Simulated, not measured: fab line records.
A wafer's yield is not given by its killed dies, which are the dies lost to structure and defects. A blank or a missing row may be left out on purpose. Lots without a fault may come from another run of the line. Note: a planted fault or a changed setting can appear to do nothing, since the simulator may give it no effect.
fab line records || flow nand-harc
[record] {"lots": 5, "wafers": 15, "last-day": 33}
route steps=1302 shown A_ONON_D1@428 END@1302
lots with no fault: from the same line, run without faults
start-h: start of the lot's first displayed wafer, in hours after the record's first day || wait-h: hours elapsed since this lot's preceding step || " identical to the entry in the row above || L1.1+2: a row that stands for several wafers || - no value, or no start was given || * or withheld: withheld || < > ~ a bound
route shown NAME@n: NAME is a module with steps in the file, n the number in the route of the first one || usual: average and standard deviation across the fault-free wafers || same: alike in all rows || chamber/n: place in a boat || sites: per-site readings || _std_site: standard deviation of those values || _edge_site: the outer-site mean with the inner-site mean subtracted || radius-mm: how far each site lies from the wafer's centre || mask NAME#n: copy n || behind: the most recent tool/chamber to have shaped the wafer || hold: what put the lot on hold/how long, in hours/how the hold closed || device: the n, p or np transistor that did not switch || end of line: the tests these same wafers got at the end of their route || a step with no rows: only its recipe || killed: dies that structure and defects cost at the first sort, which is not the same as the wafer's yield || map: dies across one wafer; x = killed, . = not, _ = none there
set.NAME: the setting as run; set.NAME@STEP: as run at that earlier step || model.NAME: the simulator's own value behind a step, which no gauge read
lots at selected steps of the route; one table per step, one row per wafer
services: a tool's chamber out of use, with start hour (start-h, from the record's first day; less than 0 if before it), hours out, and reason
[[steps]]
[step NHARC_A_ONON_D1_DEP_06]
[recipe] {"target-thk-a": 10000, "n2-flow-sccm": 2750, "n2o-flow-sccm": 2000, "nh3-flow-sccm": 500, "sih4-flow-sccm": 210, "temp-c": 400}
[step NHARC_A_ONON_D1_THK_MEAS_08]
[recipe] {"thk-meas-gauge": "ellipsometry"}
[usual] {"thk-nm": "1001/11"}
{"lot.wafer": "L735.2", "tool": "film-metro-01", "chamber": "-", "start-h": 198.58, "wait-h": "-", "thk-nm": 998}
{"lot.wafer": "L735.4", "tool": "film-metro-01", "chamber": "-", "start-h": 198.58, "wait-h": "-", "thk-nm": 997}
{"lot.wafer": "L735.6", "tool": "film-metro-01", "chamber": "-", "start-h": 198.58, "wait-h": "-", "thk-nm": 1001}
{"lot.wafer": "L740.2", "tool": "film-metro-02", "chamber": "-", "start-h": 256.22, "wait-h": "-", "thk-nm": 1003}
{"lot.wafer": "L740.3", "tool": "film-metro-02", "chamber": "-", "start-h": 256.22, "wait-h": "-", "thk-nm": 1002}
{"lot.wafer": "L740.5", "tool": "film-metro-02", "chamber": "-", "start-h": 256.22, "wait-h": "-", "thk-nm": 1001}
{"lot.wafer": "L746.1", "tool": "film-metro-01", "chamber": "-", "start-h": 315.54, "wait-h": "-", "thk-nm": 981}
{"lot.wafer": "L746.2", "tool": "film-metro-01", "chamber": "-", "start-h": 315.54, "wait-h": "-", "thk-nm": 979}
{"lot.wafer": "L746.6", "tool": "film-metro-01", "chamber": "-", "start-h": 315.54, "wait-h": "-", "thk-nm": 979}
{"lot.wafer": "L753.2", "tool": "film-metro-01", "chamber": "-", "start-h": 377.44, "wait-h": "-", "thk-nm": 1012}
{"lot.wafer": "L753.3", "tool": "film-metro-01", "chamber": "-", "start-h": 377.44, "wait-h": "-", "thk-nm": 1010}
{"lot.wafer": "L753.4", "tool": "film-metro-01", "chamber": "-", "start-h": 377.44, "wait-h": "-", "thk-nm": 1013}
{"lot.wafer": "L754.2", "tool": "film-metro-01", "chamber": "-", "start-h": 386.96, "wait-h": "-", "thk-nm": 1000}
{"lot.wafer": "L754.3", "tool": "film-metro-01", "chamber": "-", "start-h": 386.96, "wait-h": "-", "thk-nm": 998}
{"lot.wafer": "L754.6", "tool": "film-metro-01", "chamber": "-", "start-h": 386.96, "wait-h": "-", "thk-nm": 1000}
[step NHARC_A_ONON_D1_DEP_09]
[recipe] {"target-thk-a": 10000, "n2-flow-sccm": 2750, "n2o-flow-sccm": 2000, "nh3-flow-sccm": 500, "sih4-flow-sccm": 210, "temp-c": 400}
[step NHARC_A_ONON_D1_THK_MEAS_11]
[recipe] {"thk-meas-gauge": "ellipsometry"}
[usual] {"thk-nm": "998/10"}
{"lot.wafer": "L735.2", "tool": "film-metro-02", "chamber": "-", "start-h": 199.16, "wait-h": "-", "thk-nm": 996}
{"lot.wafer": "L735.4", "tool": "film-metro-02", "chamber": "-", "start-h": 199.16, "wait-h": "-", "thk-nm": 996}
{"lot.wafer": "L735.6", "tool": "film-metro-02", "chamber": "-", "start-h": 199.16, "wait-h": "-", "thk-nm": 996}
{"lot.wafer": "L740.2", "tool": "film-metro-01", "chamber": "-", "start-h": 256.79, "wait-h": "-", "thk-nm": 1001}
{"lot.wafer": "L740.3", "tool": "film-metro-01", "chamber": "-", "start-h": 256.79, "wait-h": "-", "thk-nm": 1002}
{"lot.wafer": "L740.5", "tool": "film-metro-01", "chamber": "-", "start-h": 256.79, "wait-h": "-", "thk-nm": 1002}
{"lot.wafer": "L746.1", "tool": "film-metro-01", "chamber": "-", "start-h": 316.10, "wait-h": "-", "thk-nm": 1001}
{"lot.wafer": "L746.2", "tool": "film-metro-01", "chamber": "-", "start-h": 316.10, "wait-h": "-", "thk-nm": 1000}
{"lot.wafer": "L746.6", "tool": "film-metro-01", "chamber": "-", "start-h": 316.10, "wait-h": "-", "thk-nm": 1002}
{"lot.wafer": "L753.2", "tool": "film-metro-01", "chamber": "-", "start-h": 378.26, "wait-h": "-", "thk-nm": 997}
{"lot.wafer": "L753.3", "tool": "film-metro-01", "chamber": "-", "start-h": 378.26, "wait-h": "-", "thk-nm": 995}
{"lot.wafer": "L753.4", "tool": "film-metro-01", "chamber": "-", "start-h": 378.26, "wait-h": "-", "thk-nm": 997}
{"lot.wafer": "L754.2", "tool": "film-metro-01", "chamber": "-", "start-h": 387.53, "wait-h": "-", "thk-nm": 991}
{"lot.wafer": "L754.3", "tool": "film-metro-01", "chamber": "-", "start-h": 387.53, "wait-h": "-", "thk-nm": 992}
{"lot.wafer": "L754.6", "tool": "film-metro-01", "chamber": "-", "start-h": 387.53, "wait-h": "-", "thk-nm": 993}
[step NHARC_A_ONON_D1_DEP_12]
[recipe] {"target-thk-a": 10000, "n2-flow-sccm": 2750, "n2o-flow-sccm": 2000, "nh3-flow-sccm": 500, "sih4-flow-sccm": 210, "temp-c": 400}
[step NHARC_A_ONON_D1_THK_MEAS_14]
[recipe] {"thk-meas-gauge": "ellipsometry"}
[usual] {"thk-nm": "999/10"}
{"lot.wafer": "L735.2", "tool": "film-metro-01", "chamber": "-", "start-h": 199.73, "wait-h": "-", "thk-nm": 997}
{"lot.wafer": "L735.4", "tool": "film-metro-01", "chamber": "-", "start-h": 199.73, "wait-h": "-", "thk-nm": 997}
{"lot.wafer": "L735.6", "tool": "film-metro-01", "chamber": "-", "start-h": 199.73, "wait-h": "-", "thk-nm": 997}
{"lot.wafer": "L740.2", "tool": "film-metro-02", "chamber": "-", "start-h": 257.35, "wait-h": "-", "thk-nm": 989}
{"lot.wafer": "L740.3", "tool": "film-metro-02", "chamber": "-", "start-h": 257.35, "wait-h": "-", "thk-nm": 988}
{"lot.wafer": "L740.5", "tool": "film-metro-02", "chamber": "-", "start-h": 257.35, "wait-h": "-", "thk-nm": 987}
{"lot.wafer": "L746.1", "tool": "film-metro-01", "chamber": "-", "start-h": 316.67, "wait-h": "-", "thk-nm": 1000}
{"lot.wafer": "L746.2", "tool": "film-metro-01", "chamber": "-", "start-h": 316.67, "wait-h": "-", "thk-nm": 999}
{"lot.wafer": "L746.6", "tool": "film-metro-01", "chamber": "-", "start-h": 316.67, "wait-h": "-", "thk-nm": 1001}
{"lot.wafer": "L753.2", "tool": "film-metro-01", "chamber": "-", "start-h": 378.83, "wait-h": "-", "thk-nm": 1004}
{"lot.wafer": "L753.3", "tool": "film-metro-01", "chamber": "-", "start-h": 378.83, "wait-h": "-", "thk-nm": 1000}
{"lot.wafer": "L753.4", "tool": "film-metro-01", "chamber": "-", "start-h": 378.83, "wait-h": "-", "thk-nm": 1002}
{"lot.wafer": "L754.2", "tool": "film-metro-01", "chamber": "-", "start-h": 388.10, "wait-h": "-", "thk-nm": 1012}
{"lot.wafer": "L754.3", "tool": "film-metro-01", "chamber": "-", "start-h": 388.10, "wait-h": "-", "thk-nm": 1012}
{"lot.wafer": "L754.6", "tool": "film-metro-01", "chamber": "-", "start-h": 388.10, "wait-h": "-", "thk-nm": 1012}
[step NHARC_A_ONON_D1_ANNEAL_15]
[recipe] {"temp-c": 750, "time-s": 3600}
[step NHARC_A_ONON_D1_DEP_16]
[recipe] {"target-thk-a": 10000, "n2-flow-sccm": 2750, "n2o-flow-sccm": 2000, "nh3-flow-sccm": 500, "sih4-flow-sccm": 210, "temp-c": 400}
[step NHARC_A_ONON_D1_THK_MEAS_18]
[recipe] {"thk-meas-gauge": "ellipsometry"}
[usual] {"thk-nm": "997/9.4"}
{"lot.wafer": "L735.2", "tool": "film-metro-01", "chamber": "-", "start-h": 207.52, "wait-h": "-", "thk-nm": 976}
{"lot.wafer": "L735.4", "tool": "film-metro-01", "chamber": "-", "start-h": 207.52, "wait-h": "-", "thk-nm": 975}
{"lot.wafer": "L735.6", "tool": "film-metro-01", "chamber": "-", "start-h": 207.52, "wait-h": "-", "thk-nm": 975}
{"lot.wafer": "L740.2", "tool": "film-metro-02", "chamber": "-", "start-h": 266.96, "wait-h": "-", "thk-nm": 1002}
{"lot.wafer": "L740.3", "tool": "film-metro-02", "chamber": "-", "start-h": 266.96, "wait-h": "-", "thk-nm": 1003}
{"lot.wafer": "L740.5", "tool": "film-metro-02", "chamber": "-", "start-h": 266.96, "wait-h": "-", "thk-nm": 1000}
{"lot.wafer": "L746.1", "tool": "film-metro-02", "chamber": "-", "start-h": 324.91, "wait-h": "-", "thk-nm": 1004}
{"lot.wafer": "L746.2", "tool": "film-metro-02", "chamber": "-", "start-h": 324.91, "wait-h": "-", "thk-nm": 1005}
{"lot.wafer": "L746.6", "tool": "film-metro-02", "chamber": "-", "start-h": 324.91, "wait-h": "-", "thk-nm": 1005}
{"lot.wafer": "L753.2", "tool": "film-metro-01", "chamber": "-", "start-h": 387.95, "wait-h": "-", "thk-nm": 995}
{"lot.wafer": "L753.3", "tool": "film-metro-01", "chamber": "-", "start-h": 387.95, "wait-h": "-", "thk-nm": 995}
{"lot.wafer": "L753.4", "tool": "film-metro-01", "chamber": "-", "start-h": 387.95, "wait-h": "-", "thk-nm": 994}
{"lot.wafer": "L754.2", "tool": "film-metro-01", "chamber": "-", "start-h": 395.91, "wait-h": "-", "thk-nm": 1003}
{"lot.wafer": "L754.3", "tool": "film-metro-01", "chamber": "-", "start-h": 395.91, "wait-h": "-", "thk-nm": 1002}
{"lot.wafer": "L754.6", "tool": "film-metro-01", "chamber": "-", "start-h": 395.91, "wait-h": "-", "thk-nm": 1003}
[step NHARC_A_ONON_D1_DEP_19]
[recipe] {"target-thk-a": 10000, "n2-flow-sccm": 2750, "n2o-flow-sccm": 2000, "nh3-flow-sccm": 500, "sih4-flow-sccm": 210, "temp-c": 400}
[step NHARC_A_ONON_D1_THK_MEAS_21]
[recipe] {"thk-meas-gauge": "ellipsometry"}
[usual] {"thk-nm": "1002/8.5"}
{"lot.wafer": "L735.2", "tool": "film-metro-02", "chamber": "-", "start-h": 208.10, "wait-h": "-", "thk-nm": 1013}
{"lot.wafer": "L735.4", "tool": "film-metro-02", "chamber": "-", "start-h": 208.10, "wait-h": "-", "thk-nm": 1012}
{"lot.wafer": "L735.6", "tool": "film-metro-02", "chamber": "-", "start-h": 208.10, "wait-h": "-", "thk-nm": 1011}
{"lot.wafer": "L740.2", "tool": "film-metro-01", "chamber": "-", "start-h": 267.53, "wait-h": "-", "thk-nm": 1009}
{"lot.wafer": "L740.3", "tool": "film-metro-01", "chamber": "-", "start-h": 267.53, "wait-h": "-", "thk-nm": 1009}
{"lot.wafer": "L740.5", "tool": "film-metro-01", "chamber": "-", "start-h": 267.53, "wait-h": "-", "thk-nm": 1007}
{"lot.wafer": "L746.1", "tool": "film-metro-02", "chamber": "-", "start-h": 325.61, "wait-h": "-", "thk-nm": 1000}
{"lot.wafer": "L746.2", "tool": "film-metro-02", "chamber": "-", "start-h": 325.61, "wait-h": "-", "thk-nm": 999}
{"lot.wafer": "L746.6", "tool": "film-metro-02", "chamber": "-", "start-h": 325.61, "wait-h": "-", "thk-nm": 999}
{"lot.wafer": "L753.2", "tool": "film-metro-01", "chamber": "-", "start-h": 388.52, "wait-h": "-", "thk-nm": 1002}
{"lot.wafer": "L753.3", "tool": "film-metro-01", "chamber": "-", "start-h": 388.52, "wait-h": "-", "thk-nm": 1005}
{"lot.wafer": "L753.4", "tool": "film-metro-01", "chamber": "-", "start-h": 388.52, "wait-h": "-", "thk-nm": 1004}
{"lot.wafer": "L754.2", "tool": "film-metro-02", "chamber": "-", "start-h": 396.47, "wait-h": "-", "thk-nm": 1003}
{"lot.wafer": "L754.3", "tool": "film-metro-02", "chamber": "-", "start-h": 396.47, "wait-h": "-", "thk-nm": 1002}
{"lot.wafer": "L754.6", "tool": "film-metro-02", "chamber": "-", "start-h": 396.47, "wait-h": "-", "thk-nm": 1002}
[step NHARC_A_ONON_D1_DEP_22]
[recipe] {"target-thk-a": 10000, "n2-flow-sccm": 2750, "n2o-flow-sccm": 2000, "nh3-flow-sccm": 500, "sih4-flow-sccm": 210, "temp-c": 400}
{"lot.wafer": "L735.2+4+6", "tool": "pecvd-onon-04", "chamber": 0, "start-h": 208.21, "wait-h": 0.1}
{"lot.wafer": "L740.2+3+5", "tool": "pecvd-onon-03", "chamber": 0, "start-h": 267.64, "wait-h": 0.1}
{"lot.wafer": "L746.1+2+6", "tool": "pecvd-onon-03", "chamber": 0, "start-h": 325.67, "wait-h": 0.1}
{"lot.wafer": "L753.2+3+4", "tool": "pecvd-onon-02", "chamber": 0, "start-h": 388.64, "wait-h": 0.1}
{"lot.wafer": "L754.2+3+6", "tool": "pecvd-onon-02", "chamber": 0, "start-h": 396.59, "wait-h": 0.1}
[step NHARC_A_ONON_D1_THK_MEAS_24]
[recipe] {"thk-meas-gauge": "ellipsometry"}
[usual] {"thk-nm": "1000/10"}
{"lot.wafer": "L735.2", "tool": "film-metro-02", "chamber": "-", "start-h": 208.66, "wait-h": "-", "thk-nm": 987}
{"lot.wafer": "L735.4", "tool": "film-metro-02", "chamber": "-", "start-h": 208.66, "wait-h": "-", "thk-nm": 988}
{"lot.wafer": "L735.6", "tool": "film-metro-02", "chamber": "-", "start-h": 208.66, "wait-h": "-", "thk-nm": 988}
{"lot.wafer": "L740.2", "tool": "film-metro-02", "chamber": "-", "start-h": 268.09, "wait-h": "-", "thk-nm": 1004}
{"lot.wafer": "L740.3", "tool": "film-metro-02", "chamber": "-", "start-h": 268.09, "wait-h": "-", "thk-nm": 1004}
{"lot.wafer": "L740.5", "tool": "film-metro-02", "chamber": "-", "start-h": 268.09, "wait-h": "-", "thk-nm": 1004}
{"lot.wafer": "L746.1", "tool": "film-metro-01", "chamber": "-", "start-h": 326.17, "wait-h": "-", "thk-nm": 456}
{"lot.wafer": "L746.2", "tool": "film-metro-01", "chamber": "-", "start-h": 326.17, "wait-h": "-", "thk-nm": 993}
{"lot.wafer": "L746.6", "tool": "film-metro-01", "chamber": "-", "start-h": 326.17, "wait-h": "-", "thk-nm": 453}
{"lot.wafer": "L753.2", "tool": "film-metro-02", "chamber": "-", "start-h": 389.09, "wait-h": "-", "thk-nm": 1009}
{"lot.wafer": "L753.3", "tool": "film-metro-02", "chamber": "-", "start-h": 389.09, "wait-h": "-", "thk-nm": 1011}
{"lot.wafer": "L753.4", "tool": "film-metro-02", "chamber": "-", "start-h": 389.09, "wait-h": "-", "thk-nm": 1009}
{"lot.wafer": "L754.2", "tool": "film-metro-01", "chamber": "-", "start-h": 397.03, "wait-h": "-", "thk-nm": 1016}
{"lot.wafer": "L754.3", "tool": "film-metro-01", "chamber": "-", "start-h": 397.03, "wait-h": "-", "thk-nm": 1018}
{"lot.wafer": "L754.6", "tool": "film-metro-01", "chamber": "-", "start-h": 397.03, "wait-h": "-", "thk-nm": 1016}
[step NHARC_A_ONON_D1_DEP_25]
[recipe] {"target-thk-a": 10000, "n2-flow-sccm": 2750, "n2o-flow-sccm": 2000, "nh3-flow-sccm": 500, "sih4-flow-sccm": 210, "temp-c": 400}
[step NHARC_END_SORT_01]
[recipe] {"temp-c": 25}
[usual] {"killed-at-array": "62/15", "killed-at-other": "0.8/1", "killed-at-periphery": "3.7/2.6", "killed-dies": "66/15", "killed-open": "3.1/1.8", "killed-short": "2.6/1.7"}
[same] {"gross-dies": 677}
{"lot.wafer": "L746.1", "tool": "prober-01", "chamber": 0, "start-h": 713.84, "wait-h": 2.5, "killed-at-array": 671, "killed-at-other": 3, "killed-at-periphery": 3, "killed-dies": 677, "killed-open": 3, "killed-short": 2}
{"lot.wafer": "L746.6", "tool": "prober-01", "chamber": 0, "start-h": 717.83, "wait-h": 4.0, "killed-at-array": 672, "killed-at-other": 2, "killed-at-periphery": 3, "killed-dies": 677, "killed-open": 6, "killed-short": 4}
// killed by level:class
L746.1 A_ONON_D1:area-dep=617 A_CHANNEL_HOLE_D1:chamber-film-flake=31 A_STAIRCASE:chamber-film-flake=7 A_SLIT:chamber-film-flake=4 A_CONTACT:chamber-film-flake=3 A_BLC:chamber-film-flake=3 THIN_TSV:chamber-film-flake=3 P_M0:geometric-particle:open=1
L746.6 A_ONON_D1:area-dep=620 A_CHANNEL_HOLE_D1:chamber-film-flake=32 A_CONTACT:chamber-film-flake=3 A_CHANNEL_FILL_D2:geometric-particle:short=2 A_BLC:geometric-particle:open=2 P_GATE:chamber-film-flake=2 A_ZERO_WELL:chamber-film-flake=2 A_STAIRCASE:chamber-film-flake=2
// map L746.1 (x killed, . not)
____________x____________
_________xxxxxxx_________
_______xxxxxxxxxxx_______
______xxxxxxxxxxxxx______
_____xxxxxxxxxxxxxxx_____
____xxxxxxxxxxxxxxxxx____
____xxxxxxxxxxxxxxxxx____
___xxxxxxxxxxxxxxxxxxx___
___xxxxxxxxxxxxxxxxxxx___
__xxxxxxxxxxxxxxxxxxxxx__
__xxxxxxxxxxxxxxxxxxxxx__
_xxxxxxxxxxxxxxxxxxxxxxx_
_xxxxxxxxxxxxxxxxxxxxxxx_
_xxxxxxxxxxxxxxxxxxxxxxx_
_xxxxxxxxxxxxxxxxxxxxxxx_
_xxxxxxxxxxxxxxxxxxxxxxx_
xxxxxxxxxxxxxxxxxxxxxxxxx
xxxxxxxxxxxxxxxxxxxxxxxxx
xxxxxxxxxxxxxxxxxxxxxxxxx
xxxxxxxxxxxxxxxxxxxxxxxxx
xxxxxxxxxxxxxxxxxxxxxxxxx
_xxxxxxxxxxxxxxxxxxxxxxx_
_xxxxxxxxxxxxxxxxxxxxxxx_
_xxxxxxxxxxxxxxxxxxxxxxx_
_xxxxxxxxxxxxxxxxxxxxxxx_
_xxxxxxxxxxxxxxxxxxxxxxx_
__xxxxxxxxxxxxxxxxxxxxx__
__xxxxxxxxxxxxxxxxxxxxx__
___xxxxxxxxxxxxxxxxxxx___
___xxxxxxxxxxxxxxxxxxx___
____xxxxxxxxxxxxxxxxx____
____xxxxxxxxxxxxxxxxx____
_____xxxxxxxxxxxxxxx_____
______xxxxxxxxxxxxx______
_______xxxxxxxxxxx_______
_________xxxxxxx_________
____________x____________
// map L740.2 (x killed, . not)
____________.____________
_________......._________
_______.x........._______
______............x______
_____..............._____
____.................____
____.................____
___...................___
___.xxx...............___
__...x.x...............__
__...xxx...............__
_...xx.xxx....x........._
_.x.xxx.x..........x...._
_.x..xxx................_
_..xxxx.x..............._
_.xxxx.xx............x.._
.....x.x............xxxx.
........x.........xx.....
.x................xx.x...
x...x.............xxx....
................x........
_.x..............x.xx.x._
_.x....................._
_...............x.x....._
_......................._
_......................._
__..................x..__
__..................x..__
___...................___
___...................___
____.................____
____.................____
_____.....x........._____
______.............______
_______......x...._______
_________......._________
____________.____________
[[services]]
{"tool": "pecvd-onon-02", "chamber": "-", "start-h": 185.00, "hours": 13.0, "kind": "pm"}
{"tool": "pecvd-onon-03", "chamber": "-", "start-h": 227.35, "hours": 13.0, "kind": "pm"}
{"tool": "pecvd-onon-04", "chamber": "-", "start-h": 311.32, "hours": 13.0, "kind": "pm"}
{"tool": "pecvd-onon-02", "chamber": "-", "start-h": 366.00, "hours": 13.0, "kind": "pm"}
[[key]]
[first-sign] {"step": "NHARC_A_ONON_D1_THK_MEAS_24", "reading": "thk-nm", "direction": "down", "sigmas": 55, "usual": 1000, "struck": 454}
[effect] {"step": "NHARC_END_SORT_01", "reading": "killed-at-array", "direction": "up", "sigmas": 40, "usual": 62, "struck": 672}
[more-kills-born-at] {"NHARC_A_ONON_D1_DEP_22@pecvd-onon-03": 1237}
met-at NHARC_A_ONON_D1_DEP_22
struck-wafers L746.1,L746.6
later-rows-left-out L746.1,L746.6
tester-left-out L746
onset-between 267.64 325.67
[fault] {"kind": "process-parameter-drift", "tool": "pecvd-onon-03", "chamber": "-", "onset-h": 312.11, "steps": "NHARC_A_ONON_D1_DEP_22", "channel": "target-thk-a", "offset": "*", "shape": "step", "end-h": 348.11, "scope": "struck-wafers-only", "acts-in": "*", "stated": "*"}
// tester-left-out: of these lots the tester's yield and bins aren't shown, on N5 and GAA mostly nor the transistor test; their killed dies are dies lost to structure and defects alone, not to doping, threshold or leakage, so they don't give the yield
// later-rows-left-out: the simulator's readings of these wafers behind a module that went badly wrong aren't trusted and aren't shown, but for the sort
